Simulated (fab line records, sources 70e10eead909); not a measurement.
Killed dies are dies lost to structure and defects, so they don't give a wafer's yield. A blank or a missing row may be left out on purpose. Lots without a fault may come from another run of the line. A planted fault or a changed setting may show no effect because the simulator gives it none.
Chamber matching | flow nand_harc | NHARC_A_CHANNEL_FILL_D1_ALD_02 on ald_hk-02: 4 sister chambers
The step deposits SiO2, target thk 6 nm, pulse time 10 s, ald cycles 60. 8 wafers are shown with their chamber, then 11 later ones without.

WAFERS WITH THEIR CHAMBER
wafer  | chamber | heater_power_w (W) | precursor_pulse_height_rel
L081.3 | 3       | 405                | 0.975
L084.2 | 2       | 440                | 0.981
L084.4 | 1       | 463                | 1.028
L084.6 | 3       | 405                | 0.953
L086.2 | 0       | 632                | 0.960
L086.3 | 2       | 447                | 0.971
L086.5 | 1       | 457                | 0.983
L089.1 | 0       | 643                | 0.995

WAFERS WITHOUT THEIR CHAMBER
wafer  | heater_power_w (W) | precursor_pulse_height_rel
L089.2 | 454                | 1.021
L089.4 | 420                | 0.983
L093.1 | 432                | 1.009
L093.3 | 443                | 0.997
L093.5 | 409                | 1.013
L095.1 | 447                | 0.997
L095.4 | 393                | 1.006
L095.5 | 399                | 1.026
L097.1 | 423                | 1.023
L097.4 | 626                | 1.011
L097.5 | 441                | 0.999

WHICH CHAMBER EACH WENT THROUGH
wafer  | from the rows above     | in truth
L089.2 | can't be placed: 1 or 2 | 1
L089.4 | can't be placed: 3 or 2 | 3
L093.1 | 2                       | 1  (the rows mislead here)
L093.3 | 2                       | 2
L093.5 | 3                       | 3
L095.1 | can't be placed: 2 or 1 | 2
L095.4 | 3                       | 3
L095.5 | 3                       | 3
L097.1 | can't be placed: 3 or 2 | 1
L097.4 | 0                       | 0
L097.5 | 2                       | 2
Placed correctly: 6 of 11. Can't be placed from these rows: 4 (the true chamber is among the candidates in 3). Placed wrongly: 1.
How it was worked out, from the rows above alone: a wafer's distance from a chamber is the root of the sum, over the readings, of the square of ((its reading less the chamber's mean) divided by the reading's scatter). The wafer belongs to the nearest chamber; if the next one is less than 2 further off, it can't be placed. A chamber's mean is the mean of its shown wafers. The scatter: the root of (the sum of the squares of (reading less its chamber's mean) over the shown wafers, divided by (wafers less chambers)).
